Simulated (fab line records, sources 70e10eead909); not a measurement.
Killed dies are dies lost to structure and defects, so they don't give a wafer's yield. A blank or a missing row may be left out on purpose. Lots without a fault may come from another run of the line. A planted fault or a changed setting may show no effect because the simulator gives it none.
Which tool did it? | flow nand_harc | 12 lots, 36 wafers sampled, at 3 steps of a route of 1302

WHAT THE GAUGES READ, wafer by wafer
NHARC_P_M0_CD_MEAS_09: target cd 90 nm.
lot  | measured     | on        | cd_nm (nm)
L074 | day 6 05:50  | cd_sem-02 | 89.9 89.6 90.9
L077 | day 7 07:47  | cd_sem-02 | 90.3 89.4 90.8
L079 | day 8 01:35  | cd_sem-03 | 89.6 90.5 90.4
L081 | day 8 23:30  | cd_sem-01 | 89.3 90.3 90.7
L083 | day 10 02:48 | cd_sem-03 | 89.0 89.3 89.9
L085 | day 10 23:59 | cd_sem-03 | 91.0 90.4 89.6
L087 | day 11 23:37 | cd_sem-02 | 89.6 90.0 90.6
L090 | day 12 13:27 | cd_sem-02 | 91.0 91.2 90.7
L091 | day 12 22:48 | cd_sem-01 | 89.6 89.8 90.1
L093 | day 13 20:01 | cd_sem-03 | 91.1 90.1 90.4
L095 | day 14 20:25 | cd_sem-03 | 89.7 90.2 90.5
L097 | day 15 12:44 | cd_sem-03 | 89.4 90.1 89.4

WHICH TOOL RAN EACH LOT (tool, then ch and the chambers of the sampled wafers, then the start)
lot  | NHARC_P_GATE_HM_DEP_102       | NHARC_P_CONTACT_ALD_22
L074 | acl_dep-03 ch 0, day 5 04:25  | ald_metal-02 ch 2,3, day 6 03:41
L077 | acl_dep-02 ch 0, day 6 06:01  | ald_metal-04 ch 0,1,3, day 7 05:47
L079 | acl_dep-03 ch 0, day 7 00:11  | ald_metal-02 ch 0,1,2, day 7 23:23
L081 | acl_dep-02 ch 0, day 7 21:55  | ald_metal-04 ch 0,3, day 8 21:21
L083 | acl_dep-03 ch 0, day 9 01:08  | ald_metal-04 ch 0,1,2, day 10 00:38
L085 | acl_dep-02 ch 0, day 9 22:14  | ald_metal-04 ch 0,2,3, day 10 21:50
L087 | acl_dep-02 ch 0, day 10 21:40 | ald_metal-01 ch 0,2,3, day 11 21:29
L090 | acl_dep-01 ch 0, day 11 10:58 | ald_metal-01 ch 0,2,3, day 12 10:47
L091 | acl_dep-03 ch 0, day 11 21:31 | ald_metal-01 ch 0,1,3, day 12 20:38
L093 | acl_dep-03 ch 0, day 12 16:28 | ald_metal-02 ch 0,1,3, day 13 17:54
L095 | acl_dep-01 ch 0, day 13 18:52 | ald_metal-01 ch 0,1,3, day 14 18:26
L097 | acl_dep-02 ch 0, day 14 11:25 | ald_metal-01 ch 1,2, day 15 10:43
- NHARC_P_GATE_HM_DEP_102: deposits aC, target thk 120 nm.
- NHARC_P_CONTACT_ALD_22: deposits TiN, target thk 3 nm, pulse time 1 s, ald cycles 150.

THE ANSWER, worked out from the rows above alone
Rule: what is usual is taken from the lots themselves. Put in order of their means at a reading, lots are off if they are a third of the lots or fewer, leave a main group of 4 or more, and stand apart from it by a gap of 3 or more times the standard deviation of the main group's means; of several such gaps the widest counts. A main group whose means are all the same, to the digits that the tables above print for the reading, isn't used. A lot without any number at a reading at which 4 lots or more have one is off too. The other lots that the step has rows for count as sound.
No lot is off at any reading shown: from this, nothing can be told.

WHAT THE SIMULATOR HAD PUT IN
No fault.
